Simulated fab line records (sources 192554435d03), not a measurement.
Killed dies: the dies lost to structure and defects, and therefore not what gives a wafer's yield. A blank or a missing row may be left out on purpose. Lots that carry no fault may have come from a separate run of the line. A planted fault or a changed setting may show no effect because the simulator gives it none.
Matching of chambers + flow n5_finfet + rie_diel-05 running N5_BEOL_M5_ETCH_75: 4 sister chambers
The step etches underlayer in N2/H2, target depth 6.5 nm, time 5.2 s. 20 wafers are shown with their chamber, then 10 later ones without.

== WAFERS WITH THEIR CHAMBER ==
| wafer  | chamber | drypump_motor_current_A (A) | showerhead_plenum_p_Torr (Torr) | throttle_valve_pct (%) |
|--------|---------|-----------------------------|---------------------------------|------------------------|
| L076.1 | 1       | 6.0                         | 2.53                            | 17.46                  |
| L076.2 | 2       | 5.3                         | 2.49                            | 17.68                  |
| L076.3 | 0       | 5.1                         | 2.65                            | 17.69                  |
| L076.4 | 3       | 5.8                         | 2.65                            | 17.54                  |
| L076.5 | 0       | 5.0                         | 2.65                            | 17.65                  |
| L076.6 | 3       | 5.8                         | 2.65                            | 17.55                  |
| L077.1 | 2       | 5.3                         | 2.49                            | 17.69                  |
| L077.4 | 3       | 5.8                         | 2.65                            | 17.56                  |
| L077.5 | 2       | 5.3                         | 2.49                            | 17.70                  |
| L081.1 | 0       | 5.0                         | 2.65                            | 17.69                  |
| L081.4 | 3       | 5.8                         | 2.65                            | 17.56                  |
| L081.5 | 2       | 5.3                         | 2.48                            | 17.71                  |
| L083.1 | 3       | 5.8                         | 2.65                            | 17.58                  |
| L083.4 | 0       | 5.0                         | 2.64                            | 17.70                  |
| L083.6 | 3       | 5.8                         | 2.65                            | 17.56                  |
| L086.1 | 2       | 5.3                         | 2.48                            | 17.72                  |
| L086.4 | 3       | 5.8                         | 2.65                            | 17.58                  |
| L086.5 | 0       | 5.1                         | 2.64                            | 17.72                  |
| L087.4 | 2       | 5.3                         | 2.48                            | 17.71                  |
| L087.5 | 0       | 5.1                         | 2.64                            | 17.71                  |

SIGNATURES, as means of the wafers listed above
| reading                  | chamber 0 | chamber 1 | chamber 2 | chamber 3 | scatter within a chamber |
|--------------------------|-----------|-----------|-----------|-----------|--------------------------|
| drypump_motor_current_A  | 5.050     | 6.000     | 5.300     | 5.800     | 0.0306                   |
| showerhead_plenum_p_Torr | 2.6450    | 2.5300    | 2.4850    | 2.6500    | 0.00433                  |
| throttle_valve_pct       | 17.6933   | 17.4600   | 17.7017   | 17.5614   | 0.0182                   |
Rule: for each reading, subtract the chamber's mean from the wafer's reading, divide by that reading's scatter and square the result; add these up over the readings and take the root, which gives the wafer's distance from the chamber. If the next closest chamber is less than 2 further off than the closest, the wafer can't be placed; otherwise it belongs to the closest. The scatter: the root of (the sum of the squares of (reading less its chamber's mean) over the shown wafers, divided by (wafers less chambers)).

== WAFERS WHOSE CHAMBER IS MISSING ==
| wafer  | drypump_motor_current_A (A) | showerhead_plenum_p_Torr (Torr) | throttle_valve_pct (%) |
|--------|-----------------------------|---------------------------------|------------------------|
| L087.6 | 5.8                         | 2.64                            | 17.57                  |
| L094.2 | 5.8                         | 2.64                            | 17.60                  |
| L094.4 | 5.3                         | 2.47                            | 17.74                  |
| L094.5 | 5.0                         | 2.64                            | 17.73                  |
| L096.2 | 5.3                         | 2.47                            | 17.74                  |
| L096.4 | 5.8                         | 2.63                            | 17.63                  |
| L096.6 | 5.8                         | 2.64                            | 17.60                  |
| L097.1 | 5.3                         | 2.47                            | 17.77                  |
| L097.2 | 5.0                         | 2.63                            | 17.75                  |
| L097.5 | 5.8                         | 2.64                            | 17.61                  |

== WHICH CHAMBER EACH WENT THROUGH ==
| wafer  | from the rows above | in truth |
|--------|---------------------|----------|
| L087.6 | 3                   | 3        |
| L094.2 | 3                   | 3        |
| L094.4 | 2                   | 2        |
| L094.5 | 0                   | 0        |
| L096.2 | 2                   | 2        |
| L096.4 | 3                   | 3        |
| L096.6 | 3                   | 3        |
| L097.1 | 2                   | 2        |
| L097.2 | 0                   | 0        |
| L097.5 | 3                   | 3        |
Correct placement for 10 of the 10. Left unplaced by these rows: 0. Number placed wrongly: 0.
